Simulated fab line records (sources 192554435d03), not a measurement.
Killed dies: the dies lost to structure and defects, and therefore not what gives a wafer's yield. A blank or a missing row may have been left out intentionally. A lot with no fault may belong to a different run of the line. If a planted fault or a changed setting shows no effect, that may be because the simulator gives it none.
Lot-split experiment ; flow n5 finfet ; 21 wafers read from 7 lots, route of 1938 steps

== ON THE SPLIT ==
At N5_SD_EPI_N_EXPOSE_06 (exposes mask SD N BLK, target cd 120 nm), the setting dose mj was moved away from the recipe's 39.75 on 7 of the 21 wafers read, by -2.4% to +5.9%. This setting was run at the recipe's value on the other wafers.

== FROM THE SPLIT TO THE READING: what the file shows between them, 2 steps ==
- N5_SD_EPI_N_PEB_07: peb time 60 s
- N5_SD_EPI_N_DEVELOP_08: develop time 30 s

== THE READING ==
Shown in nm: cd nm at N5_SD_EPI_N_CD_MEAS_09, with target cd 120 nm. Fault-free wafers of this fab line usually give 120.1 nm, standard deviation 0.55 nm.

wafer;tool, chamber at the split;dose mj as run;against the recipe;cd nm, nm;against lot-mates on the recipe
L077.2;arfi scanner-03, 0;39.75;recipe;120.7;-
L077.4;arfi scanner-03, 0;38.93;-2.1%;119.5;-1.2
L077.6;arfi scanner-03, 0;38.93;-2.1%;118.8;-1.9
L079.1;arfi scanner-03, 0;39.75;recipe;119.1;-
L079.3;arfi scanner-03, 0;39.75;recipe;119.2;-
L079.6;arfi scanner-03, 0;39.75;recipe;119.3;-
L081.4;arfi scanner-02, 0;41.8;+5.2%;123.5;+3.7
L081.5;arfi scanner-02, 0;39.75;recipe;119.5;-
L081.6;arfi scanner-02, 0;39.75;recipe;120.1;-
L083.2;arfi scanner-02, 0;39.75;recipe;119.6;-
L083.3;arfi scanner-02, 0;39.75;recipe;120.4;-
L083.6;arfi scanner-02, 0;39.75;recipe;120.2;-
L086.1;arfi scanner-01, 0;38.78;-2.4%;118.8;no lot-mate on the recipe
L086.4;arfi scanner-01, 0;38.78;-2.4%;119.4;no lot-mate on the recipe
L086.6;arfi scanner-01, 0;38.78;-2.4%;119.1;no lot-mate on the recipe
L088.1;arfi scanner-03, 0;39.75;recipe;119.7;-
L088.3;arfi scanner-03, 0;39.75;recipe;120.6;-
L088.6;arfi scanner-03, 0;39.75;recipe;121.1;-
L092.2;arfi scanner-02, 0;39.75;recipe;118.9;-
L092.4;arfi scanner-02, 0;42.09;+5.9%;124.1;+4.5
L092.5;arfi scanner-02, 0;39.75;recipe;120.2;-

THE FIT
A straight line over all 21 wafers: cd nm changes by +0.597 nm for each +1% of dose mj; r = +0.89; the points scatter about the line by 0.65 nm.
The same after taking each lot's own level away (the mean of its wafers on the recipe; 18 wafers): +0.749 nm for each +1%; r = +0.97; scatter 0.41 nm.
That fit puts the effect of the largest move of dose mj on the reading at 4.4 nm.
From 119.20 to 120.70 nm: that is the span of the lots' own levels, equal to 2.7 times the standard deviation above.
So the lot-to-lot level changes the slope: the two fits differ.
Check: +4.26 nm against its lot-mates is what the line predicts for one of the wafers moved furthest among these (+5.9%) when that wafer is left out of the fit. It came out at +4.55 nm against them.

== THE WHOLE CHAIN: every reading that the file lists as answering this split, in the file's order ==
step;what it does;reading;change (the file's fit);r (the file's)
N5_SD_EPI_N_CD_MEAS_09;target cd 120 nm;cd nm;+0.744 nm for each +1% of the setting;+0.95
N5_SD_EPI_N_DESCUM_14;chemistry O2, time 7.9 s;SD_EPI_N.cd nm (the simulator's own value, which no gauge read);+0.683 nm for each +1% of the setting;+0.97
N5_SD_EPI_N_ETCH_34;etches SiARC in CF4, target depth 45.5 nm, time 75.8 s;SD_EPI_N.cd nm (the simulator's own value, which no gauge read);+0.706 nm for each +1% of the setting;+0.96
N5_SD_EPI_N_ETCH_35;etches SOC in N2/H2, overetch 108 nm, time 486 s;SD_EPI_N.cd nm (the simulator's own value, which no gauge read);+0.597 nm for each +1% of the setting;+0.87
N5_SD_EPI_N_ETCHBACK_44;etches SiNx in CH3F/O2, stops on SiO2, target depth 14.5 nm;SD_EPI_N.cd nm (the simulator's own value, which no gauge read);+0.606 nm for each +1% of the setting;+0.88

== THE FILE'S OWN FIT ==
cd nm changes by +0.744 nm for each +1% of dose mj, r = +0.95.
